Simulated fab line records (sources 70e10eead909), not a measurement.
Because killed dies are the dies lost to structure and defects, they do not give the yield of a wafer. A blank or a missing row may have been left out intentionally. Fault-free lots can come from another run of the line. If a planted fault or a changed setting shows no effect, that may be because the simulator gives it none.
Matching of chambers | flow nand_harc | NHARC_A_CONTACT_DEP_58 on pecvd-04 has 3 sister chambers
The step deposits SiON, target thk 60 nm. 6 wafers are shown with their chamber, then 7 later ones without.

== WAFERS PAIRED WITH THEIR CHAMBERS ==
wafer  | chamber | heater_power_w (W) | heater_power_outer_w (W)
L091.3 | 1       | 722                | 415
L092.2 | 2       | 793                | 455
L092.4 | 2       | 826                | 461
L092.5 | 0       | 631                | 400
L090.1 | 0       | 722                | 461
L090.2 | 1       | 653                | 377

== WAFERS MISSING THEIR CHAMBER ==
wafer  | heater_power_w (W) | heater_power_outer_w (W)
L090.5 | 669                | 389
L093.3 | 695                | 446
L093.4 | 697                | 402
L093.6 | 710                | 445
L096.1 | 583                | 329
L096.2 | 683                | 427
L096.4 | 832                | 477

== CHAMBER TAKEN BY EACH ==
wafer  | from the rows above          | in truth
L090.5 | can't be placed: 1 or 0      | 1
L093.3 | can't be placed: 0 or 1 or 2 | 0
L093.4 | can't be placed: 1 or 0      | 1
L093.6 | can't be placed: 0 or 1 or 2 | 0
L096.1 | can't be placed: 1 or 0      | 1
L096.2 | can't be placed: 0 or 1      | 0
L096.4 | 2                            | 2
1 of 7 placed correctly. Cannot be placed on the basis of these rows: 6; the candidates contain the true chamber in 6. 0 placed wrongly.
How it was worked out, from the rows above alone: a wafer's distance from a chamber is the root of the sum, over the readings, of the square of ((its reading less the chamber's mean) divided by the reading's scatter). If the next closest chamber is less than 2 further off than the closest, the wafer can't be placed; otherwise it belongs to the closest. For every chamber, the mean is computed from those of its wafers that are shown. The scatter is the square root of a quotient: the sum, over the shown wafers, of each reading's squared deviation from its chamber's mean, divided by wafers minus chambers.
